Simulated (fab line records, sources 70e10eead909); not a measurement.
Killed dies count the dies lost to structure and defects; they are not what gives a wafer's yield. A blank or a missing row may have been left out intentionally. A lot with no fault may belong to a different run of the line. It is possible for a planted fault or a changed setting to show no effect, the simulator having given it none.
Which of the tools did it? | flow nand-harc | 7 lots, 21 wafers sampled, at 2 steps of a route of 1302

## WHAT EACH GAUGE READ, for each wafer
NHARC_THIN_TSV_CD_MEAS_16.
lot  | measured     | on        | cd-nm (nm)
L947 | day 25 03:30 | cd-sem-02 | 1002.2 1000.9 1001.7
L949 | day 26 08:47 | cd-sem-02 | 1003.8 1000.1 1002.8
L954 | day 28 02:27 | cd-sem-01 | 998.9 1004.3 1002.6
L961 | day 29 19:22 | cd-sem-03 | 1004.1 1001.3 1004.6
L960 | day 30 03:46 | cd-sem-03 | 1001.8 1002.4 994.6
L965 | day 32 16:08 | cd-sem-02 | 997.2 998.6 1004.2
L967 | day 32 22:31 | cd-sem-03 | 999.6 998.5 997.8

## EACH LOT AND THE TOOL THAT RAN IT (in order: tool; ch and the chambers of the sampled wafers; start)
lot  | NHARC_A_CONTACT_ETCH_121
L947 | har-cap-etch-02 ch 0,1, day 22 03:53
L949 | har-cap-etch-01 ch 0, day 23 21:38
L954 | har-cap-etch-03 ch 0,1, day 25 22:34
L961 | har-cap-etch-02 ch 0,1, day 27 11:53
L960 | har-cap-etch-01 ch 0,1, day 28 03:22
L965 | har-cap-etch-03 ch 0,1, day 30 04:54
L967 | har-cap-etch-03 ch 0,1, day 30 21:16
- NHARC_A_CONTACT_ETCH_121: etches the open film in C4F8/O2/Ar, time 190 s, target depth 1850 nm.

## THE ANSWER, worked out from the rows above alone
Rule: the usual values come from the lots themselves. Put in order of their means at a reading, lots are off if they are a third of the lots or fewer, leave a main group of 4 or more, and stand apart from it by a gap of 3 or more times the standard deviation of the main group's means; of several such gaps the widest counts. If all means in a main group match to the digits the tables above print for the reading, that group is not used. Also off: a lot with no number at a reading for which 4 or more lots have one. All remaining lots with rows at the step are treated as sound.
Nothing can be told from this: no lot is off at any reading shown.

## WHAT THE SIMULATOR HAD PUT IN
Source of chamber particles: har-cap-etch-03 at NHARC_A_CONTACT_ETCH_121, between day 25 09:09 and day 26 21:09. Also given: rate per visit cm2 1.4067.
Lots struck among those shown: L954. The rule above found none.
